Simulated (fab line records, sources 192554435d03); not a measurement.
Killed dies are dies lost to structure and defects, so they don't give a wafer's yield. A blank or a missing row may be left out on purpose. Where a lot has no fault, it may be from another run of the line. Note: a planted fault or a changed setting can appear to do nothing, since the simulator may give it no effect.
fab line records	flow n5_finfet
record lots=24	wafers=72	last_day=19
route steps=1938 shown BEOL_M12@1612 BEOL_M13@1694
lots untouched by any fault: they come from a run of this same line in which no faults occurred
start_h: hours from the record's first day to the start of the lot's first wafer shown	wait_h: hours since the lot's step before	" as in the row above	L1.1+2: several wafers, shown together as one row	- no value, or no start was given	* or withheld: withheld	< > ~ a bound
route shown NAME@n: a module of which the file shows steps, and the number in the route of the first	usual: mean/standard deviation taken from wafers without a fault	same: alike in all rows	chamber/n: place in a boat	sites: each site's reading	_std_site: how widely they spread, as a standard deviation	_edge_site: the outer-site mean with the inner-site mean subtracted	radius_mm: for every site, how far away it sits from the centre of the wafer	mask NAME#n: copy n	behind: the tool/chamber that last shaped the wafer	hold: what put the lot on hold/how long, in hours/how the hold closed	device: whichever transistor did not switch (one of n, p or np)	end of line: at the end of the route, the tests of the same wafers	a step given without rows: its recipe and nothing more	killed: dies lost to structure and defects at the first sort, not the wafer's yield	map: the dies of a wafer, with x for killed, . for not killed, _ for no die there
set.NAME: the setting that was run; set.NAME@STEP: the one run at that earlier step	model.NAME: the simulator's own value behind a step, which no gauge read
one table for each step of the route and one row for each wafer, over a sample of lots
services: a tool's chamber out of use, with start hour (start_h, from the record's first day; less than 0 if before it), hours out, and reason
## steps
# step N5_BEOL_M12_CD_MEAS_10
# recipe target_cd_nm=140	landing_energy_ev=500	detector=se_inlens	polarity=opening
# usual cd_nm=140.2/1.2
lot.wafer	tool	chamber	start_h	wait_h	cd_nm
L074.1	cd_sem-01	0	233.66	-	139.9
L074.2	"	0	"	"	139.9
L074.6	"	0	"	"	139.5
L077.2	cd_sem-02	0	255.82	-	138.0
L077.3	"	0	"	"	139.3
L077.5	"	0	"	"	139.8
L075.2	cd_sem-02	0	263.21	-	140.1
L075.3	"	0	"	"	138.8
L075.5	"	0	"	"	140.1
L079.1	cd_sem-03	0	270.36	-	141.1
L079.3	"	0	"	"	141.8
L079.4	"	0	"	"	139.7
L078.3	cd_sem-03	0	270.58	-	140.0
L078.4	"	0	"	"	141.4
L078.6	"	0	"	"	142.2
L076.3	cd_sem-03	0	271.01	-	141.1
L076.4	"	0	"	"	138.7
L076.5	"	0	"	"	142.0
L082.1	cd_sem-02	0	295.94	-	141.6
L082.2	"	0	"	"	140.9
L082.4	"	0	"	"	140.1
L081.4	cd_sem-01	0	296.28	-	140.3
L081.5	"	0	"	"	138.1
L081.6	"	0	"	"	139.9
L083.1	cd_sem-03	0	307.51	-	142.4
L083.4	"	0	"	"	139.8
L083.5	"	0	"	"	141.7
L080.3	cd_sem-02	0	308.62	-	140.3
L080.4	"	0	"	"	140.4
L080.5	"	0	"	"	140.5
L085.1	cd_sem-01	0	310.58	-	141.0
L085.2	"	0	"	"	140.6
L085.6	"	0	"	"	138.8
L084.4	cd_sem-02	0	310.86	-	143.1
L084.5	"	0	"	"	139.7
L084.6	"	0	"	"	140.6
L086.2	cd_sem-01	0	324.33	-	139.8
L086.3	"	0	"	"	142.2
L086.4	"	0	"	"	141.5
L090.1	cd_sem-02	0	331.62	-	140.0
L090.2	"	0	"	"	141.6
L090.4	"	0	"	"	140.0
L087.2	cd_sem-03	0	350.63	-	139.3
L087.3	"	0	"	"	140.3
L087.4	"	0	"	"	138.8
L088.1	cd_sem-01	0	350.92	-	138.0
L088.3	"	0	"	"	138.9
L088.5	"	0	"	"	139.4
L089.2	cd_sem-03	0	352.24	-	141.3
L089.4	"	0	"	"	142.5
L089.5	"	0	"	"	138.3
L091.2	cd_sem-03	0	354.80	-	141.3
L091.4	"	0	"	"	140.9
L091.5	"	0	"	"	139.9
L092.1	cd_sem-02	0	381.37	-	138.9
L092.2	"	0	"	"	140.6
L092.3	"	0	"	"	139.7
L094.2	cd_sem-01	0	392.64	-	142.0
L094.3	"	0	"	"	139.4
L094.4	"	0	"	"	138.9
L093.1	cd_sem-03	0	399.60	-	140.3
L093.2	"	0	"	"	143.6
L093.4	"	0	"	"	140.6
L097.2	cd_sem-03	0	404.45	-	140.1
L097.4	"	0	"	"	141.1
L097.6	"	0	"	"	139.8
L096.2	cd_sem-01	0	408.14	-	139.1
L096.3	"	0	"	"	139.5
L096.5	"	0	"	"	139.3
L095.3	cd_sem-01	0	411.63	-	140.2
L095.4	"	0	"	"	141.4
L095.5	"	0	"	"	139.5
# step N5_BEOL_M12_SPUTTER_43
# recipe material=TaN	target_thk_a=150	temp_c=50	bias_v=168.6	power_w=15000	chamber_pressure_pa=0.12	time_s=24.19
# usual throttle_valve_pct=29.2/1.3
lot.wafer	tool	chamber	start_h	wait_h	throttle_valve_pct
L074.1	pvd_sputter-03	-	236.50	0.0	29.3
L074.2	"	-	"	"	29.5
L074.6	"	-	"	"	29.4
L077.2	pvd_sputter-02	-	258.90	0.0	28.7
L077.3	"	-	"	"	26.7
L077.5	"	-	"	"	26.8
L075.2	pvd_sputter-02	-	267.56	0.0	28.5
L075.3	"	-	"	"	30.3
L075.5	"	-	"	"	26.6
L079.1	pvd_sputter-02	-	274.11	0.0	30.5
L079.3	"	-	"	"	28.5
L079.4	"	-	"	"	26.5
L078.3	pvd_sputter-02	-	274.74	0.0	28.5
L078.4	"	-	"	"	30.7
L078.6	"	-	"	"	30.8
L076.3	pvd_sputter-02	-	276.17	0.0	30.2
L076.4	"	-	"	"	26.5
L076.5	"	-	"	"	30.6
L082.1	pvd_sputter-01	-	306.42	0.0	28.8
L082.2	"	-	"	"	30.3
L082.4	"	-	"	"	30.2
L081.4	pvd_sputter-02	-	306.52	0.0	30.5
L081.5	"	-	"	"	28.3
L081.6	"	-	"	"	26.7
L083.1	pvd_sputter-02	-	310.03	0.0	30.1
L083.4	"	-	"	"	30.8
L083.5	"	-	"	"	30.5
L080.3	pvd_sputter-01	-	313.78	0.0	29.0
L080.4	"	-	"	"	28.4
L080.5	"	-	"	"	30.3
L085.1	pvd_sputter-03	-	314.54	0.0	30.0
L085.2	"	-	"	"	30.0
L085.6	"	-	"	"	30.0
L084.4	pvd_sputter-02	-	314.79	0.0	30.5
L084.5	"	-	"	"	30.5
L084.6	"	-	"	"	30.5
L086.2	pvd_sputter-01	-	329.30	0.0	29.0
L086.3	"	-	"	"	28.6
L086.4	"	-	"	"	30.0
L090.1	pvd_sputter-02	-	334.07	0.0	28.4
L090.2	"	-	"	"	30.4
L090.4	"	-	"	"	30.7
L087.2	pvd_sputter-03	-	353.99	0.0	29.0
L087.3	"	-	"	"	29.9
L087.4	"	-	"	"	30.0
L088.1	pvd_sputter-02	-	354.05	0.0	28.5
L088.3	"	-	"	"	30.6
L088.5	"	-	"	"	28.5
L089.2	pvd_sputter-01	-	357.54	0.0	28.9
L089.4	"	-	"	"	30.2
L089.5	"	-	"	"	28.6
L091.2	pvd_sputter-02	-	358.99	0.0	28.4
L091.4	"	-	"	"	30.2
L091.5	"	-	"	"	30.6
L092.1	pvd_sputter-03	-	387.30	0.0	29.7
L092.2	"	-	"	"	29.2
L092.3	"	-	"	"	29.7
L094.2	pvd_sputter-01	-	397.42	0.0	28.7
L094.3	"	-	"	"	30.2
L094.4	"	-	"	"	30.0
L093.1	pvd_sputter-02	-	403.57	0.0	30.4
L093.2	"	-	"	"	30.6
L093.4	"	-	"	"	26.6
L097.2	pvd_sputter-02	-	410.51	0.0	26.5
L097.4	"	-	"	"	30.3
L097.6	"	-	"	"	26.6
L096.2	pvd_sputter-03	-	410.68	0.0	29.2
L096.3	"	-	"	"	30.0
L096.5	"	-	"	"	29.7
L095.3	pvd_sputter-03	-	416.42	0.0	30.1
L095.4	"	-	"	"	29.0
L095.5	"	-	"	"	29.1
# step N5_BEOL_M13_ETCH_68
# recipe chemistry=N2/H2	target=SOC	mask_material=SiARC	source_w=3000	bias_w=350	temp_c=40	time_s=355	ion_energy_ev=200	pressure_mtorr=30	n2_flow_sccm=200	h2_flow_sccm=200
# usual bias_w=350.0/0.96	drypump_motor_current_A=6.1/0.49	oes_product_au=0.78/0.1	rf_vpp_V=523.6/2.6	showerhead_plenum_p_Torr=2.53/0.085	throttle_valve_pct=17.77/0.26
lot.wafer	tool	chamber	start_h	wait_h	bias_w	drypump_motor_current_A	oes_product_au	rf_hours_counter_h	rf_vpp_V	showerhead_plenum_p_Torr	throttle_valve_pct
L074.1	rie_diel-02	0	239.62	0.1	349.7	6.5	0.72	167	523.4	2.54	18.09
L074.2	"	2	"	"	349.0	5.9	0.68	233	522.4	2.51	17.90
L074.6	"	3	"	"	348.7	6.5	0.77	-	521.8	2.45	18.07
L077.2	rie_diel-06	3	261.90	0.1	349.7	5.5	0.71	191	526.9	2.63	17.94
L077.3	"	0	"	"	349.5	6.5	0.86	56	524.6	2.57	17.59
L077.5	"	3	"	"	351.0	5.6	0.71	-	526.5	2.63	17.94
L075.2	rie_diel-06	1	271.06	0.1	352.2	5.8	0.75	169	520.6	2.45	17.64
L075.3	"	3	"	"	351.9	5.6	0.71	194	526.2	2.62	17.96
L075.5	"	0	"	"	348.4	6.5	0.87	-	524.1	2.57	17.60
L079.1	rie_diel-05	1	277.12	0.1	348.7	5.7	0.69	232	519.7	2.42	18.20
L079.3	"	0	"	"	350.7	6.0	0.87	36	526.9	2.59	17.37
L079.4	"	2	"	"	350.2	6.7	0.97	3	522.1	2.52	17.40
L078.3	rie_diel-05	0	277.73	0.1	351.0	6.0	0.86	36	525.4	2.59	17.35
L078.4	"	3	"	"	348.8	5.2	0.70	225	522.4	2.50	17.86
L078.6	"	3	"	"	349.6	5.2	0.71	-	524.2	2.50	17.86
L076.3	rie_diel-05	2	279.78	0.1	349.3	6.7	0.95	4	520.9	2.51	17.39
L076.4	"	1	"	"	349.2	5.7	0.68	234	519.4	2.42	18.20
L076.5	"	1	"	"	349.7	5.8	0.68	-	520.8	2.42	18.19
L082.1	rie_diel-02	3	309.58	0.1	350.5	6.5	0.74	148	520.6	2.44	18.11
L082.2	"	1	"	"	350.6	5.7	0.67	210	525.7	2.62	17.89
L082.4	"	1	"	"	350.7	5.7	0.68	-	525.9	2.62	17.90
L081.4	rie_diel-06	3	309.84	0.1	351.1	5.6	0.70	-	526.2	2.62	17.97
L081.5	"	0	"	"	349.5	6.5	0.86	-	524.6	2.57	17.61
L081.6	"	1	"	"	349.0	5.8	0.74	-	521.8	2.45	17.66
L083.1	rie_diel-06	1	313.03	0.1	350.8	5.8	0.74	178	520.7	2.44	17.65
L083.4	"	1	"	"	351.7	5.8	0.73	-	521.0	2.45	17.65
L083.5	"	0	"	"	349.8	6.5	0.86	-	524.0	2.57	17.62
L080.3	rie_diel-02	1	317.10	0.1	349.6	5.7	0.68	213	527.2	2.62	17.90
L080.4	"	0	"	"	348.1	6.5	0.70	-	525.4	2.53	18.14
L080.5	"	1	"	"	350.0	5.7	0.67	-	526.6	2.62	17.91
L085.1	rie_diel-06	1	317.46	0.1	351.7	5.8	0.74	180	520.5	2.44	17.67
L085.2	"	3	"	"	350.5	5.5	0.70	205	527.3	2.62	17.98
L085.6	"	1	"	"	350.1	5.8	0.73	-	521.5	2.44	17.67
L084.4	rie_diel-05	0	317.74	0.1	350.1	6.0	0.86	48	524.1	2.58	17.37
L084.5	"	3	"	"	351.5	5.2	0.69	-	522.2	2.50	17.88
L084.6	"	0	"	"	349.3	6.0	0.85	-	526.0	2.58	17.35
L086.2	rie_diel-06	2	332.87	0.1	350.0	6.7	0.99	5	527.8	2.72	17.64
L086.3	"	1	"	"	349.1	5.8	0.74	183	519.7	2.44	17.69
L086.4	"	3	"	"	348.3	5.6	0.70	210	527.5	2.62	17.98
L090.1	rie_diel-06	3	337.21	0.1	350.4	5.6	0.69	211	526.8	2.62	17.98
L090.2	"	1	"	"	350.4	5.8	0.73	185	521.5	2.44	17.68
L090.4	"	0	"	"	350.2	6.4	0.85	76	526.4	2.57	17.62
L087.2	rie_diel-06	1	357.11	0.1	349.3	5.8	0.72	190	521.2	2.44	17.70
L087.3	"	2	"	"	348.1	6.7	0.96	11	527.9	2.71	17.65
L087.4	"	2	"	"	350.0	6.7	0.96	-	527.9	2.71	17.64
L088.1	rie_diel-05	0	357.49	0.1	350.9	6.0	0.84	60	526.5	2.58	17.40
L088.3	"	1	"	"	349.5	5.7	0.67	254	521.9	2.41	18.23
L088.5	"	2	"	"	350.1	6.7	0.90	-	522.9	2.51	17.42
L089.2	rie_diel-05	0	360.67	0.1	350.4	6.0	0.82	61	524.5	2.58	17.41
L089.4	"	2	"	"	350.8	6.7	0.88	-	522.1	2.51	17.43
L089.5	"	0	"	"	350.8	6.0	0.83	-	524.8	2.58	17.39
L091.2	rie_diel-06	1	361.87	0.1	350.4	5.8	0.72	193	520.1	2.44	17.68
L091.4	"	3	"	"	350.0	5.6	0.69	-	526.2	2.62	17.99
L091.5	"	0	"	"	350.5	6.5	0.84	-	525.1	2.56	17.64
L092.1	rie_diel-06	0	390.29	0.1	351.4	6.4	0.83	94	525.5	2.56	17.64
L092.2	"	2	"	"	348.6	6.7	0.95	15	528.1	2.71	17.66
L092.3	"	1	"	"	349.5	5.8	0.71	203	520.9	2.43	17.70
L094.2	rie_diel-02	2	400.47	0.1	350.1	5.9	0.91	22	521.8	2.50	17.57
L094.3	"	3	"	"	350.4	6.5	0.73	177	521.2	2.43	18.17
L094.4	"	1	"	"	349.3	5.7	0.66	238	525.8	2.61	17.95
L093.1	rie_diel-05	3	407.01	0.1	348.4	5.2	0.93	14	521.8	2.49	17.54
L093.2	"	2	"	"	348.2	6.7	0.88	34	520.5	2.50	17.42
L093.4	"	3	"	"	348.3	5.2	0.93	-	523.0	2.49	17.53
L097.2	rie_diel-06	0	413.68	0.1	350.7	6.4	0.83	100	524.6	2.56	17.67
L097.4	"	3	"	"	349.0	5.6	0.68	232	525.7	2.61	18.03
L097.6	"	2	"	"	349.4	6.7	0.94	-	529.5	2.71	17.65
L096.2	rie_diel-02	0	414.63	0.1	351.0	6.5	0.68	220	523.7	2.52	18.19
L096.3	"	3	"	"	349.1	6.5	0.72	181	521.1	2.43	18.16
L096.5	"	0	"	"	350.3	6.5	0.68	-	523.3	2.52	18.18
L095.3	rie_diel-05	1	419.76	0.1	350.1	5.7	1.02	0	526.4	2.73	17.82
L095.4	"	2	"	"	349.6	6.7	0.87	40	522.9	2.50	17.45
L095.5	"	3	"	"	350.5	5.2	0.90	-	521.6	2.48	17.56
# step N5_BEOL_M13_OCD_MEAS_35
# usual trench_depth_nm=412/9.6
lot.wafer	tool	chamber	start_h	wait_h	trench_depth_nm
L074.1	ocd-02	-	240.02	0.0	404
L074.2	"	-	"	"	408
L074.6	"	-	"	"	405
L077.2	ocd-01	-	262.29	0.0	414
L077.3	"	-	"	"	423
L077.5	"	-	"	"	413
L075.2	ocd-01	-	271.45	0.0	412
L075.3	"	-	"	"	417
L075.5	"	-	"	"	427
L079.1	ocd-02	-	277.52	0.0	398
L079.3	"	-	"	"	410
L079.4	"	-	"	"	425
L078.3	ocd-02	-	278.13	0.0	408
L078.4	"	-	"	"	409
L078.6	"	-	"	"	409
L076.3	ocd-02	-	280.18	0.0	417
L076.4	"	-	"	"	390
L076.5	"	-	"	"	395
L082.1	ocd-01	-	309.98	0.0	407
L082.2	"	-	"	"	398
L082.4	"	-	"	"	402
L081.4	ocd-02	-	310.14	0.0	411
L081.5	"	-	"	"	423
L081.6	"	-	"	"	406
L083.1	ocd-01	-	313.44	0.0	413
L083.4	"	-	"	"	408
L083.5	"	-	"	"	427
L080.3	ocd-02	-	317.50	0.0	399
L080.4	"	-	"	"	408
L080.5	"	-	"	"	401
L085.1	ocd-01	-	317.85	0.0	411
L085.2	"	-	"	"	416
L085.6	"	-	"	"	413
L084.4	ocd-02	-	318.14	0.0	408
L084.5	"	-	"	"	405
L084.6	"	-	"	"	416
L086.2	ocd-02	-	333.27	0.0	424
L086.3	"	-	"	"	407
L086.4	"	-	"	"	413
L090.1	ocd-02	-	337.60	0.0	415
L090.2	"	-	"	"	409
L090.4	"	-	"	"	428
L087.2	ocd-02	-	357.51	0.0	406
L087.3	"	-	"	"	430
L087.4	"	-	"	"	425
L088.1	ocd-02	-	357.89	0.0	412
L088.3	"	-	"	"	398
L088.5	"	-	"	"	425
L089.2	ocd-01	-	361.07	0.0	411
L089.4	"	-	"	"	419
L089.5	"	-	"	"	414
L091.2	ocd-01	-	362.26	0.0	411
L091.4	"	-	"	"	415
L091.5	"	-	"	"	432
L092.1	ocd-01	-	390.69	0.0	419
L092.2	"	-	"	"	423
L092.3	"	-	"	"	398
L094.2	ocd-02	-	400.87	0.0	421
L094.3	"	-	"	"	399
L094.4	"	-	"	"	399
L093.1	ocd-01	-	407.40	0.0	416
L093.2	"	-	"	"	423
L093.4	"	-	"	"	422
L097.2	ocd-01	-	414.08	0.0	424
L097.4	"	-	"	"	411
L097.6	"	-	"	"	428
L096.2	ocd-01	-	415.03	0.0	403
L096.3	"	-	"	"	403
L096.5	"	-	"	"	401
L095.3	ocd-02	-	420.16	0.0	420
L095.4	"	-	"	"	422
L095.5	"	-	"	"	422
# step N5_BEOL_M13_SPUTTER_44
# recipe material=Ta	target_thk_a=100	temp_c=50	bias_v=80	power_w=15000	chamber_pressure_pa=0.07	time_s=16.13
# usual throttle_valve_pct=29.3/1.2
lot.wafer	tool	chamber	start_h	wait_h	throttle_valve_pct
L074.1	pvd_sputter-03	-	242.22	0.0	29.4
L074.2	"	-	"	"	30.1
L074.6	"	-	"	"	29.5
L077.2	pvd_sputter-03	-	263.63	0.0	30.0
L077.3	"	-	"	"	29.0
L077.5	"	-	"	"	30.1
L075.2	pvd_sputter-01	-	271.96	0.0	28.9
L075.3	"	-	"	"	28.5
L075.5	"	-	"	"	29.8
L079.1	pvd_sputter-02	-	278.18	0.0	26.6
L079.3	"	-	"	"	30.5
L079.4	"	-	"	"	30.5
L078.3	pvd_sputter-02	-	278.86	0.0	30.5
L078.4	"	-	"	"	30.5
L078.6	"	-	"	"	30.5
L076.3	pvd_sputter-01	-	282.29	0.0	28.9
L076.4	"	-	"	"	28.2
L076.5	"	-	"	"	28.5
L082.1	pvd_sputter-03	-	310.46	0.0	29.1
L082.2	"	-	"	"	29.2
L082.4	"	-	"	"	30.2
L081.4	pvd_sputter-01	-	312.48	0.0	29.7
L081.5	"	-	"	"	28.9
L081.6	"	-	"	"	28.3
L083.1	pvd_sputter-03	-	315.18	0.0	29.4
L083.4	"	-	"	"	30.0
L083.5	"	-	"	"	29.0
L080.3	pvd_sputter-02	-	319.51	0.0	30.2
L080.4	"	-	"	"	28.5
L080.5	"	-	"	"	26.6
L085.1	pvd_sputter-01	-	319.52	0.0	28.7
L085.2	"	-	"	"	30.4
L085.6	"	-	"	"	28.7
L084.4	pvd_sputter-02	-	321.93	0.0	30.7
L084.5	"	-	"	"	30.6
L084.6	"	-	"	"	26.6
L086.2	pvd_sputter-02	-	334.63	0.0	26.8
L086.3	"	-	"	"	30.2
L086.4	"	-	"	"	28.7
L090.1	pvd_sputter-02	-	340.31	0.0	28.9
L090.2	"	-	"	"	26.7
L090.4	"	-	"	"	30.6
L087.2	pvd_sputter-02	-	359.43	0.0	30.4
L087.3	"	-	"	"	26.9
L087.4	"	-	"	"	30.5
L088.1	pvd_sputter-02	-	359.75	0.0	26.5
L088.3	"	-	"	"	30.4
L088.5	"	-	"	"	30.4
L089.2	pvd_sputter-03	-	362.78	0.0	28.9
L089.4	"	-	"	"	29.4
L089.5	"	-	"	"	29.5
L091.2	pvd_sputter-01	-	363.52	0.0	28.5
L091.4	"	-	"	"	30.1
L091.5	"	-	"	"	28.5
L092.1	pvd_sputter-02	-	392.12	0.0	28.5
L092.2	"	-	"	"	30.5
L092.3	"	-	"	"	30.5
L094.2	pvd_sputter-03	-	403.91	0.0	30.0
L094.3	"	-	"	"	29.7
L094.4	"	-	"	"	29.2
L093.1	pvd_sputter-01	-	408.72	0.0	28.7
L093.2	"	-	"	"	30.7
L093.4	"	-	"	"	28.6
L097.2	pvd_sputter-03	-	418.08	0.0	29.6
L097.4	"	-	"	"	29.0
L097.6	"	-	"	"	29.5
L096.2	pvd_sputter-02	-	418.50	0.0	30.7
L096.3	"	-	"	"	26.9
L096.5	"	-	"	"	27.1
L095.3	pvd_sputter-02	-	421.64	0.0	30.2
L095.4	"	-	"	"	26.8
L095.5	"	-	"	"	28.5
# step N5_BEOL_M13_THK_MEAS_50
# recipe thk_meas_gauge=xrf	reads=Cu_of_BEOL_M13_ECD_47
# usual M13_THK=423/11
lot.wafer	tool	chamber	start_h	wait_h	M13_THK[nm]
L074.1	film_metro-02	-	243.66	-	420
L074.2	"	-	"	"	423
L074.6	"	-	"	"	421
L077.2	film_metro-02	-	264.58	-	433
L077.3	"	-	"	"	443
L077.5	"	-	"	"	433
L075.2	film_metro-01	-	272.91	-	423
L075.3	"	-	"	"	426
L075.5	"	-	"	"	438
L079.1	film_metro-01	-	279.13	-	404
L079.3	"	-	"	"	420
L079.4	"	-	"	"	434
L078.3	film_metro-02	-	279.81	-	428
L078.4	"	-	"	"	427
L078.6	"	-	"	"	426
L076.3	film_metro-01	-	283.28	-	426
L076.4	"	-	"	"	399
L076.5	"	-	"	"	404
L082.1	film_metro-01	-	311.41	-	417
L082.2	"	-	"	"	406
L082.4	"	-	"	"	413
L081.4	film_metro-02	-	313.56	-	424
L081.5	"	-	"	"	437
L081.6	"	-	"	"	421
L083.1	film_metro-01	-	316.41	-	424
L083.4	"	-	"	"	417
L083.5	"	-	"	"	436
L080.3	film_metro-01	-	320.56	-	410
L080.4	"	-	"	"	421
L080.5	"	-	"	"	413
L085.1	film_metro-02	-	320.83	-	426
L085.2	"	-	"	"	431
L085.6	"	-	"	"	428
L084.4	film_metro-02	-	322.89	-	430
L084.5	"	-	"	"	423
L084.6	"	-	"	"	434
L086.2	film_metro-01	-	335.58	-	437
L086.3	"	-	"	"	421
L086.4	"	-	"	"	425
L090.1	film_metro-01	-	341.55	-	424
L090.2	"	-	"	"	417
L090.4	"	-	"	"	437
L087.2	film_metro-01	-	360.39	-	414
L087.3	"	-	"	"	439
L087.4	"	-	"	"	435
L088.1	film_metro-01	-	360.78	-	419
L088.3	"	-	"	"	410
L088.5	"	-	"	"	436
L089.2	film_metro-01	-	363.73	-	420
L089.4	"	-	"	"	424
L089.5	"	-	"	"	424
L091.2	film_metro-01	-	364.48	-	413
L091.4	"	-	"	"	419
L091.5	"	-	"	"	435
L092.1	film_metro-01	-	393.07	-	422
L092.2	"	-	"	"	432
L092.3	"	-	"	"	406
L094.2	film_metro-02	-	405.04	-	439
L094.3	"	-	"	"	412
L094.4	"	-	"	"	416
L093.1	film_metro-01	-	409.67	-	424
L093.2	"	-	"	"	429
L093.4	"	-	"	"	426
L097.2	film_metro-01	-	419.39	-	434
L097.4	"	-	"	"	419
L097.6	"	-	"	"	437
L096.2	film_metro-01	-	419.68	-	404
L096.3	"	-	"	"	400
L096.5	"	-	"	"	401
L095.3	film_metro-02	-	422.59	-	435
L095.4	"	-	"	"	438
L095.5	"	-	"	"	439
## services
tool	chamber	start_h	hours	kind
rie_diel-06	3	216.58	5.0	repair
rie_diel-06	1	240.99	8.6	repair
rie_diel-05	2	250.56	-	clean
rie_diel-05	2	250.56	-	consumable_replace:focus_ring
rie_diel-05	2	250.56	17.4	scheduled_down
rie_diel-05	2	250.56	17.4	vent_cycle
rie_diel-06	2	304.96	-	clean
rie_diel-06	2	304.96	-	consumable_replace:focus_ring
rie_diel-06	2	304.96	-	consumable_replace:showerhead
rie_diel-06	2	304.96	12.3	scheduled_down
rie_diel-06	2	304.96	12.3	vent_cycle
rie_diel-06	1	319.92	6.7	repair
rie_diel-06	3	357.07	4.4	repair
rie_diel-05	3	357.31	-	clean
rie_diel-05	3	357.31	-	consumable_replace:focus_ring
rie_diel-05	3	357.31	14.6	scheduled_down
rie_diel-05	3	357.31	14.6	vent_cycle
rie_diel-05	2	361.93	29.1	repair
pvd_sputter-01	-	370.77	4.7	repair
rie_diel-05	1	391.05	-	clean
rie_diel-05	1	391.05	-	consumable_replace:focus_ring
rie_diel-05	1	391.05	-	consumable_replace:showerhead
rie_diel-05	1	391.05	27.9	scheduled_down
rie_diel-05	1	391.05	27.9	vent_cycle
## key
fault none
